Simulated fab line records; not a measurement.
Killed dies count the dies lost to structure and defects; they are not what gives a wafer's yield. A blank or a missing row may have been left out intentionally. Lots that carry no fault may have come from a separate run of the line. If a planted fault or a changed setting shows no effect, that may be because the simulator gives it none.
Which tool did it?	flow n5-finfet	12 lots with 36 wafers sampled at 3 steps, on a route of 1938 steps

## WHAT THE GAUGES SHOWED, per wafer
N5_STI_FIN_REVEAL_CD_MEAS_22: target cd 6.238 nm, pitch 28 nm.
lot	measured	on	cd-nm (nm)
L075	day 2 20:26	cd-sem-03	6.10 6.08 6.63
L077	day 3 13:34	cd-sem-02	6.42 6.23 6.41
L079	day 3 20:37	cd-sem-03	6.11 6.13 6.18
L081	day 4 07:04	cd-sem-02	5.91 6.73 6.08
L083	day 4 21:49	cd-sem-01	6.17 6.20 6.34
L085	day 5 10:18	cd-sem-02	6.07 6.19 6.04
L087	day 6 00:56	cd-sem-01	6.46 6.55 6.55
L089	day 6 07:52	cd-sem-02	6.54 6.27 6.47
L091	day 6 20:02	cd-sem-03	6.19 5.85 6.46
L093	day 7 08:38	cd-sem-02	6.12 5.96 6.05
L095	day 7 19:29	cd-sem-03	6.35 6.43 6.25
L097	day 8 07:05	cd-sem-02	6.36 5.88 6.11

## EACH LOT AND THE TOOL THAT RAN IT (in order: tool; ch and the chambers of the sampled wafers; start)
lot	N5_STI_FIN_REVEAL_RECESS_09	N5_STI_FIN_REVEAL_OXIDATION_31
L075	vapor-etch-02 ch 0,1, day 2 17:45	plasma-asher-02 ch 0,1, day 2 19:56
L077	vapor-etch-02 ch 0,1, day 3 11:25	plasma-asher-02 ch 0,1, day 3 13:03
L079	vapor-etch-02 ch 0,1, day 3 18:28	plasma-asher-02 ch 0,1, day 3 20:07
L081	vapor-etch-02 ch 0,1, day 4 04:24	plasma-asher-02 ch 0,1, day 4 06:34
L083	vapor-etch-02 ch 0,1, day 4 19:09	plasma-asher-02 ch 0,1, day 4 21:18
L085	vapor-etch-01 ch 0,1, day 5 07:38	plasma-asher-01 ch 0,1, day 5 09:47
L087	vapor-etch-01 ch 0,1, day 5 22:16	plasma-asher-02 ch 0,1, day 6 00:25
L089	vapor-etch-01 ch 0,1, day 6 05:11	plasma-asher-02 ch 1, day 6 07:20
L091	vapor-etch-01 ch 0,1, day 6 17:22	plasma-asher-01 ch 0,1, day 6 19:31
L093	vapor-etch-02 ch 0,1, day 7 05:57	plasma-asher-01 ch 0,1, day 7 08:07
L095	vapor-etch-01 ch 0,1, day 7 16:48	plasma-asher-01 ch 0,1, day 7 18:58
L097	vapor-etch-01 ch 0,1, day 8 04:25	plasma-asher-02 ch 1, day 8 06:34
- N5_STI_FIN_REVEAL_RECESS_09: chemistry HF/NH3, target SiO2, afs cycles 11, target depth 42.5 nm, sublimation time 60 s.
- N5_STI_FIN_REVEAL_OXIDATION_31: chemistry O2 PLASMA REMOTE, time 20 s.

## THE ANSWER, worked out from the rows above alone
Rule: the usual values come from the lots themselves. Put in order of their means at a reading, lots are off if they are a third of the lots or fewer, leave a main group of 4 or more, and stand apart from it by a gap of 3 or more times the standard deviation of the main group's means; of several such gaps the widest counts. A main group is skipped when, at the precision printed for the reading in the tables above, its means are all equal. Also off: a lot with no number at a reading for which 4 or more lots have one. The other lots that the step has rows for count as sound.
None of the lots is off at any reading shown; this tells nothing.

## WHAT THE SIMULATOR HAD PUT IN
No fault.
